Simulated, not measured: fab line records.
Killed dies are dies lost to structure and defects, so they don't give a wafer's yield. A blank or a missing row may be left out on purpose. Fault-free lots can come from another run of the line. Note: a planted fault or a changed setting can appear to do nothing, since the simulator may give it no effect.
Struck lot and sound lot, side by side ; flow nand-harc ; 14 steps out of a route of 1159
Sound: the wafers L357.3, L357.4, L357.6. The struck wafers were L355.4, L355.5, L355.6. The cause comes at the end.
Order at every step that has rows: each side's tool, ch and its chambers, its first start. Under that, the readings that differ: sound wafers ; struck wafers ; difference of the means ; sigmas: that difference in standard deviations of wafers without a fault.
alike: words and numbers the same on both sides, and readings whose means are apart by under 2 such deviations; not compared: readings that were withheld, readings missing a value for some wafer, numbers with overlapping values and no deviation given by the record, and bounds like >300 which may hide the same value.
The two part at a step that has a row with sigmas, a row that says differs or no value, or rows on one side only. Non-overlapping numbers with no deviation appear without sigmas and do not part them. Lack of a reading on every wafer of one side parts them only where that side has two or more wafers.

NHARC_A_M0_CD_MEAS_09: target cd 80 nm.
  sound on cd-sem-01 ch 0, day 20 19:01; struck on cd-sem-03 ch 0, day 20 17:47
  alike: cd-nm
NHARC_A_M0_OVL_MEAS_10: pitch 160 nm.
  sound on overlay-02 at day 20 19:05; struck on overlay-02 at day 20 17:53
  alike: overlay-x-nm, overlay-y-nm
NHARC_A_M0_INSPECT_11:
  sound on defect-inspect-01 at day 20 19:08; struck on defect-inspect-02 at day 20 17:55
  alike: raw-defect-count
then, 1 step without rows for these wafers: NHARC_A_M0_DESCUM_14 (chemistry O2, time 3 s).
NHARC_A_M0_ETCH_34: etches the open film in N2/H2, target depth 40 nm, overetch 12 nm, time 43.94 s.
  sound on rie-diel-05 ch 0,1, day 20 19:17; struck on rie-diel-05 ch 0,2,3, day 20 18:12
  alike: drypump-motor-current-A, oes-product-au, rf-vpp-V, showerhead-plenum-p-Torr, throttle-valve-pct
  not compared: rf-hours-counter-h
NHARC_A_M0_ETCH_15: etches the open film in C4F8/Ar, target depth 150 nm, overetch 15 nm, time 82.5 s.
  sound: rie-diel-05 ch 2,3; struck: rie-diel-05 ch 0,2,3
  alike: oes-product-au, rf-vpp-V
  not compared: rf-hours-counter-h
NHARC_A_M0_CD_MEAS_16:
  sound on cd-sem-02 at day 20 19:30; struck on cd-sem-02 at day 20 18:25
  alike: cd-nm
then, 2 steps without rows for these wafers: NHARC_A_M0_STRIP_18 (strips in N2/H2); NHARC_A_M0_STRIP_19 (strips in post etch residue remover, time 600 s).
NHARC_A_M0_DEGAS_28: time 60 s.
  sound on pvd-sputter-02 at day 20 20:07; struck on pvd-sputter-02 at day 20 19:02
  alike: heater-power-w
NHARC_A_M0_PRE_CLEAN_29: time 30 s.
  sound on pvd-sputter-02; struck on pvd-sputter-02
  alike: heater-power-w
NHARC_A_M0_PVD_20: deposits TaN, target thk 5 nm, time 8.06 s.
  sound on pvd-sputter-02; struck on pvd-sputter-02
  alike: bias-v, cathode-dc-power-W, substrate-temp-c, throttle-valve-pct
NHARC_A_M0_PVD_21: deposits Cu, target thk 30 nm, time 20.49 s.
  sound on pvd-sputter-02 at day 20 20:22; struck on pvd-sputter-02 at day 20 19:16
  no value came back on the struck wafers for cathode-dc-power-W (W), chamber-pressure-pa (Pa), substrate-temp-c (C), throttle-valve-pct (%); on the sound wafers cathode-dc-power-W (W) reads 5000.8 5000.1 5001.3
then, 1 step without rows for these wafers: NHARC_A_M0_ECD_22 (material Cu, target thk 400 nm).

WHERE THEY PART
Only at NHARC_A_M0_PVD_21, within this record.

WHY: the cause the simulator had injected
Step skipped in full: pvd-sputter-02, at NHARC_A_M0_PVD_21, from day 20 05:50 onward. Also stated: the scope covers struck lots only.
